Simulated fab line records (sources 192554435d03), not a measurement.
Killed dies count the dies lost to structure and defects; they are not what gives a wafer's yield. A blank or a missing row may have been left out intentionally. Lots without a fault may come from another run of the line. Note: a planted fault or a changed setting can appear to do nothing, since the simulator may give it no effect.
Which of the tools did it? -- flow n5 finfet -- 11 lots with 32 wafers sampled at 4 steps, on a route of 1938 steps

WHAT EACH GAUGE READ, for each wafer
No reading from a measuring or inspecting step in the record can be judged against a usual standard deviation.

WHICH TOOL RAN EACH LOT (tool, then ch and the chambers of the sampled wafers, then the start)
lot,N5_BEOL_M0_STRIP_140,N5_MIM_TOP_ETCH_STRIP_01,N5_PASSIVATION_ETCH_59,N5_PASSIVATION_PROBE_49
L975,"rie diel-05 ch 0,2,3, day 5 22:41","rie diel-04 ch 0,1,2, day 13 06:36","rie metal-01 ch 0,1, day 13 13:15","prober-01, day 13 18:08"
L976,"rie diel-02 ch 0,1,2, day 6 02:20","rie diel-03 ch 0,2,3, day 13 14:17","rie metal-02 ch 1, day 13 19:45","prober-01, day 14 00:17"
L977,"rie diel-05 ch 0,2, day 6 08:53","rie diel-04 ch 1,2, day 13 18:11","rie metal-01 ch 0, day 14 00:26","prober-01, day 14 05:24"
L979,"rie diel-02 ch 0,2,3, day 6 18:29","rie diel-01 ch 1,2,3, day 14 09:22","rie metal-02 ch 0,1, day 14 14:40","prober-01, day 14 19:31"
L981,"rie diel-02 ch 1,2, day 7 11:01","rie diel-01 ch 0,3, day 14 12:50","rie metal-03 ch 0,1, day 14 18:49","prober-02, day 14 23:22"
L982,"rie diel-06 ch 0,3, day 7 13:50","rie diel-01 ch 1,3, day 14 19:46","rie metal-02 ch 0,1, day 15 00:50","prober-01, day 15 05:24"
L983,"rie diel-02 ch 1,3, day 7 23:14","rie diel-04 ch 0,1,2, day 15 04:33","rie metal-01 ch 0,1, day 15 08:40","prober-01, day 15 13:21"
L984,"rie diel-05 ch 1,2,3, day 8 01:47","rie diel-04 ch 0,2,3, day 15 04:37","rie metal-01 ch 0,1, day 15 09:34","prober-01, day 15 14:01"
L992,"rie diel-05 ch 0,1,2, day 10 01:51","rie diel-03 ch 0,3, day 17 00:04","rie metal-01 ch 0, day 17 05:15","prober-02, day 17 10:02"
L994,"rie diel-05 ch 1,2,3, day 10 13:05","rie diel-04 ch 1,3, day 18 08:45","rie metal-02 ch 0,1, day 18 16:25","prober-02, day 18 20:47"
L996,"rie diel-06 ch 0,1,2, day 10 21:30","rie diel-04 ch 0,1,3, day 18 15:01","rie metal-01 ch 0, day 18 21:10","prober-02, day 19 01:43"
- N5_BEOL_M0_STRIP_140: strips in CF4.
- N5_MIM_TOP_ETCH_STRIP_01: strips in O2.
- N5_PASSIVATION_ETCH_59: etches TaN in Cl2/BCl3, target depth 65 nm, time 34.9 s.
- N5_PASSIVATION_PROBE_49

AS READ BY THE TOOLS THEMSELVES (means over the sampled wafers that have a number; for cases with no such wafer, the mark the record gives instead)
N5_BEOL_M0_STRIP_140. Usual: chamber pressure mTorr 50.00 mTorr, standard deviation 0.058; drypump motor current A 5.7 A, standard deviation 0.41; oes product au 0.76 a.u., standard deviation 0.081; rf vpp V 271.3 V, standard deviation 1.3; showerhead plenum p Torr 1.80 Torr, standard deviation 0.035; throttle valve pct 13.63 %, standard deviation 0.21.
lot,tool,chamber pressure mTorr (mTorr),drypump motor current A (A),oes product au (a.u.),rf vpp V (V),showerhead plenum p Torr (Torr),throttle valve pct (%),flag
L975,rie diel-05,49.98,5.7,0.78,271.4,1.80,13.53,
L976,rie diel-02,50.05,5.3,0.76,272.3,1.82,13.67,
L977,rie diel-05,49.99,6.0,0.71,269.9,1.79,13.71,
L979,rie diel-02,50.03,5.8,0.84,272.7,1.87,13.61,
L981,rie diel-02,50.06,5.4,0.77,271.9,1.79,13.54,
L982,rie diel-06,50.03,5.8,0.83,271.9,1.82,13.51,
L983,rie diel-02,50.01,5.4,0.77,271.4,1.81,13.58,
L984,rie diel-05,49.98,5.4,0.76,271.1,1.80,13.58,
L992,rie diel-05,49.99,5.7,0.70,271.8,1.78,13.79,
L994,rie diel-05,49.93,5.4,0.75,270.9,1.79,13.65,
L996,rie diel-06,49.99,5.9,0.79,272.3,1.81,13.58,

N5_MIM_TOP_ETCH_STRIP_01. Usual: chamber pressure mTorr 29.99 mTorr, standard deviation 0.087; drypump motor current A 5.8 A, standard deviation 0.53; oes product au 0.78 a.u., standard deviation 0.095; rf vpp V 3.8 V, standard deviation 1.4; showerhead plenum p Torr 2.08 Torr, standard deviation 0.066; throttle valve pct 16.7 %, standard deviation 0.33.
lot,tool,chamber pressure mTorr (mTorr),drypump motor current A (A),oes product au (a.u.),rf vpp V (V),showerhead plenum p Torr (Torr),throttle valve pct (%),flag
L975,rie diel-04,30.02,5.8,0.77,5.1,2.07,16.7,
L976,rie diel-03,30.08,5.4,0.75,4.0,2.10,16.9,
L977,rie diel-04,29.95,5.8,0.78,5.0,2.02,16.8,
L979,rie diel-01,30.04,6.1,0.71,4.7,2.10,16.7,
L981,rie diel-01,29.98,6.2,0.80,3.1,2.11,16.4,
L982,rie diel-01,29.96,6.2,0.70,2.4,2.10,16.7,
L983,rie diel-04,30.08,5.8,0.87,2.5,2.06,16.5,
L984,rie diel-04,30.03,5.7,0.86,3.5,2.08,16.5,
L992,rie diel-03,29.97,5.9,0.73,4.9,2.05,16.9,
L994,rie diel-04,30.09,6.0,0.71,4.0,2.03,17.0,
L996,rie diel-04,29.91,6.0,0.77,3.9,2.06,16.7,

N5_PASSIVATION_ETCH_59. Usual: bcl3 flow sccm 29.99 sccm, standard deviation 0.087; chamber pressure mTorr 9.999 mTorr, standard deviation 0.0094; drypump motor current A 5.8 A, standard deviation 0.36; oes product au 0.79 a.u., standard deviation 0.12; throttle valve pct 21.21 %, standard deviation 0.16.
lot,tool,bcl3 flow sccm (sccm),chamber pressure mTorr (mTorr),drypump motor current A (A),oes product au (a.u.),throttle valve pct (%),flag
L975,rie metal-01,29.93,9.999,5.7,0.73,21.19,
L976,rie metal-02,29.96,10.004,5.3,0.67,21.40,
L977,rie metal-01,30.03,9.994,5.6,0.89,21.25,
L979,rie metal-02,30.04,10.005,5.4,0.76,21.39,
L981,rie metal-03,29.98,9.996,6.2,0.71,21.13,
L982,rie metal-02,29.97,10.003,5.3,0.76,21.38,
L983,rie metal-01,29.98,9.993,5.6,0.91,21.15,
L984,rie metal-01,29.93,9.999,5.6,0.90,21.16,
L992,rie metal-01,29.95,10.011,5.6,0.85,21.29,
L994,rie metal-02,29.93,9.996,5.5,0.92,21.27,
L996,rie metal-01,30.03,10.000,5.6,0.85,21.27,

N5_PASSIVATION_PROBE_49. Usual: defect limited yield 91.6 %, standard deviation 1.4; killed_at_M0_to_M3 33, standard deviation 10; killed_at_M4_up 13, standard deviation 5.3; killed at contacts 13, standard deviation 5.9; killed at front end 36, standard deviation 12; killed at other 4, standard deviation 3.1; killed dies 99, standard deviation 16; killed on rim 13, standard deviation 4.2; killed open 65, standard deviation 13; killed short 32, standard deviation 7.3; sort_bin_5_function 4.9 %, standard deviation 0.9; sort_bin_6_memory 3.1 %, standard deviation 0.66; sort n pass 1081, standard deviation 17; sort yield pct 91.6 %, standard deviation 1.4.
lot,tool,defect limited yield (%),killed_at_M0_to_M3,killed_at_M4_up,killed at contacts,killed at front end,killed at other,killed dies,killed on rim,killed open,killed short,sort_bin_5_function (%),sort_bin_6_memory (%),sort n pass,sort yield pct (%),flag
L975,prober-01,92.3,43,7,9,31,1,91,10,53,36,4.6,2.8,1089,92.3,
L976,prober-01,91.5,37,10,9,39,5,100,13,66,30,5.1,2.7,1080,91.5,
L977,prober-01,91.3,33,14,18,32,5,102,11,62,40,5.0,3.4,1078,91.3,
L979,prober-01,89.0,25,16,21,60,8,129,19,85,42,6.4,4.2,1051,89.0,
L981,prober-02,92.0,31,9,17,35,2,94,11,69,24,4.7,3.0,1086,92.0,
L982,prober-01,91.2,30,13,14,39,7,104,13,69,33,5.7,2.9,1076,91.2,
L983,prober-01,90.9,41,14,12,34,7,107,17,68,33,5.0,3.6,1073,90.9,
L984,prober-01,93.0,22,11,10,38,1,83,12,49,31,4.5,2.3,1097,93.0,
L992,prober-02,93.7,18,17,8,29,3,74,8,51,22,3.9,2.1,1106,93.7,
L994,prober-02,89.5,46,17,12,44,5,124,15,63,40,6.2,3.4,1056,89.5,
L996,prober-02,92.1,39,14,6,31,3,93,12,61,32,4.7,2.8,1087,92.1,

THE ANSWER, worked out from the rows above alone
Rule: a lot is off if the mean of its wafers that have a number lies more than 3 standard deviations from the usual mean. Also off: a lot with no number at a reading for which 4 or more lots have one. Any other lot the step has rows for is counted as sound. After the gauges, taken in route order, come the tools' own readings; for these a lot's mean is taken, as printed above. At the first step where some lot is off, the reading lying furthest off is the one used; lots without a number count as furthest.
None of the lots is off at any reading shown; this tells nothing.

WHAT THE SIMULATOR HAD INSERTED
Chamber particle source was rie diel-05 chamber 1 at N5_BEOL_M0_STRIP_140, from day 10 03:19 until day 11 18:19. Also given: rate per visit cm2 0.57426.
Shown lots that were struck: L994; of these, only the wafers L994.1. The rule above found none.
